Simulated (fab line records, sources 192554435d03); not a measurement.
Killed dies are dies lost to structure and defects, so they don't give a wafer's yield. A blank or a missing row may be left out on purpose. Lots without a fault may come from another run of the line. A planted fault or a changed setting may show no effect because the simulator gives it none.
A sampling plan put to the test | flow n5_finfet | one fab line, 12 faults that these records tell of, each judged on the records of the lots that it struck
The plan is the line's own looks: the steps of the route at which a gauge or an inspection reads the wafer and doesn't change it. A look can be judged if struck wafers have a number there and the file gives its usual mean and standard deviation on fault-free wafers. Caught: at a look after the fault's first step, the mean of the struck wafers lies 4 or more of those standard deviations (sigma) from the usual mean. On the tool: the same test on the tool's own readings at the fault's steps. Another recipe on the struck wafers, or a record that is blank for them alone, also counts as caught.

THE FAULTS, as the simulator had put them in
1. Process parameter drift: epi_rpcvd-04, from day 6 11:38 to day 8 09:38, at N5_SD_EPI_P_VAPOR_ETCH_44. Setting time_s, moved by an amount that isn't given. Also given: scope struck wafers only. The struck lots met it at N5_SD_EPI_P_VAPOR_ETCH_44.
2. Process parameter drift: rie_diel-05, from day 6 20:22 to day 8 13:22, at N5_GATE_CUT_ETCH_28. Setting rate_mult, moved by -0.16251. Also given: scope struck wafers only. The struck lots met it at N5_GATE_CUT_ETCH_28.
3. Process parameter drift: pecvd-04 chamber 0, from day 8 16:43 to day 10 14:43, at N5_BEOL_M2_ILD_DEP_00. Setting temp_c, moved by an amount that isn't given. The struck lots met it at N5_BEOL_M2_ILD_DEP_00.
4. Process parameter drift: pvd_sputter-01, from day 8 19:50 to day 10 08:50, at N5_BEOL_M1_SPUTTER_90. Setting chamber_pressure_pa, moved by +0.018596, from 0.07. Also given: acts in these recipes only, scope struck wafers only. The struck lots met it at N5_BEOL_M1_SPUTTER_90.
5. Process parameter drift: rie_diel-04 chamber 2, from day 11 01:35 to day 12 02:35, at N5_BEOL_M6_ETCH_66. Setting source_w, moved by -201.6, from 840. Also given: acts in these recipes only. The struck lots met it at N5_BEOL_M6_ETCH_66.
6. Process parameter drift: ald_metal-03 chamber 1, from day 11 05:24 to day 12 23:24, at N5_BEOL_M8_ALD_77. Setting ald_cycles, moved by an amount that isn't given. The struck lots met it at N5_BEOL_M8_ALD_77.
7. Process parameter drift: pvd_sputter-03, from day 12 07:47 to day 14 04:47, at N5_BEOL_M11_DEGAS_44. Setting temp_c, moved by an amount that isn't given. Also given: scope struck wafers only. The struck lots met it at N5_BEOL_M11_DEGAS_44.
8. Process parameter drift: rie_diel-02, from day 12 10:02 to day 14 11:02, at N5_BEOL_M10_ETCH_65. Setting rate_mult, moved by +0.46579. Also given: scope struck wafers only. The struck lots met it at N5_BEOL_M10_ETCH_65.
9. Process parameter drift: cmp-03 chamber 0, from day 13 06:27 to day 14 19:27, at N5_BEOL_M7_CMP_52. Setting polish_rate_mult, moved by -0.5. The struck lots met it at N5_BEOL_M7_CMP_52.
10. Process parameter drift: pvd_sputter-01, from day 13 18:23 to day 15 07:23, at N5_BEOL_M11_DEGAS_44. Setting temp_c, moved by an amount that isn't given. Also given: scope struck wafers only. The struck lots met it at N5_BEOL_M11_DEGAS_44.
11. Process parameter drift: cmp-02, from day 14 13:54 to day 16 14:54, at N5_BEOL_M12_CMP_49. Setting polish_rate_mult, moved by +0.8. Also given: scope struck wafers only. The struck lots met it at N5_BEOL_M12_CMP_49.
12. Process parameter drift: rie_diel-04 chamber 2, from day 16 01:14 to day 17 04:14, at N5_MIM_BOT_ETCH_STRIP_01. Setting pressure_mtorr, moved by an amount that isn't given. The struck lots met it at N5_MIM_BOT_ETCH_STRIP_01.

WHAT THE PLAN SAW
fault | on the tool itself                         | first look that catches it                   | reading, sigma | median hours from its first step to that look | hours from the fault's start to the first struck lot there | judged looks passed uncaught
1     | no reading that can be judged              | N5_BEOL_M4_RC_MEAS_101                       | REXT_P +14     | 117.2                                         | 132                                                        | 0
2     | etch_rf_on_time_s +8.9 sigma               | not the one look that can be judged after it | -              | -                                             | -                                                          | 1
3     | susceptor_temp_C +21 sigma                 | not the one look that can be judged after it | -              | -                                             | -                                                          | 1
4     | chamber_pressure_pa +99 or beyond sigma    | not the one look that can be judged after it | -              | -                                             | -                                                          | 1
5     | rf_fwd_power_W -72 sigma                   | no look after it can be judged               | -              | -                                             | -                                                          | 0
6     | only faintly: heater_power_w +2.4 sigma    | not the one look that can be judged after it | -              | -                                             | -                                                          | 1
7     | susceptor_temp_C +21 sigma                 | no look after it can be judged               | -              | -                                             | -                                                          | 0
8     | etch_rf_on_time_s -12 sigma                | not the one look that can be judged after it | -              | -                                             | -                                                          | 1
9     | overpolish_run_s -99 or beyond sigma       | N5_BEOL_M7_THK_MEAS_53                       | M7_THK +48     | 0.2                                           | 1                                                          | 0
10    | susceptor_temp_C -25 sigma                 | no look after it can be judged               | -              | -                                             | -                                                          | 0
11    | barrier_field_endpoint_s -16 sigma         | no look after it can be judged               | -              | -                                             | -                                                          | 0
12    | chamber_pressure_mTorr +99 or beyond sigma | no look after it can be judged               | -              | -                                             | -                                                          | 0
A dash: the fault isn't caught, or these records don't give the number.

Caught at a look: 2 of 12. Caught on the tool: 10 of 12. By one or the other: 11 of 12.
Caught on the tool alone: faults 2, 3, 4, 5, 7, 8, 10, 11, 12.
Caught at a look alone: fault 1.
Caught by neither: fault 6.

THINNER SAMPLING
If the look that catches a fault measured only every second or every third lot, by lot number, the first struck lot would be measured this late in the worst case:
fault | struck lots at that look, in order of time | every lot | every second lot | every third lot
1     | L525, L524, L527                           | 132 h     | 136 h            | may miss all 3
9     | L427                                       | 1 h       | may miss it      | may miss it
Hours are from the fault's start to the first struck lot that is measured. The limit of 4 sigma was tested on all struck wafers together, so one lot alone may lie under it. Other struck lots may not be in these records.

THE LONGEST TIMED WAY FROM STEP TO LOOK
Fault 1: a median of 117.2 hours passes between N5_SD_EPI_P_VAPOR_ETCH_44 and N5_BEOL_M4_RC_MEAS_101. No look between them can be judged.
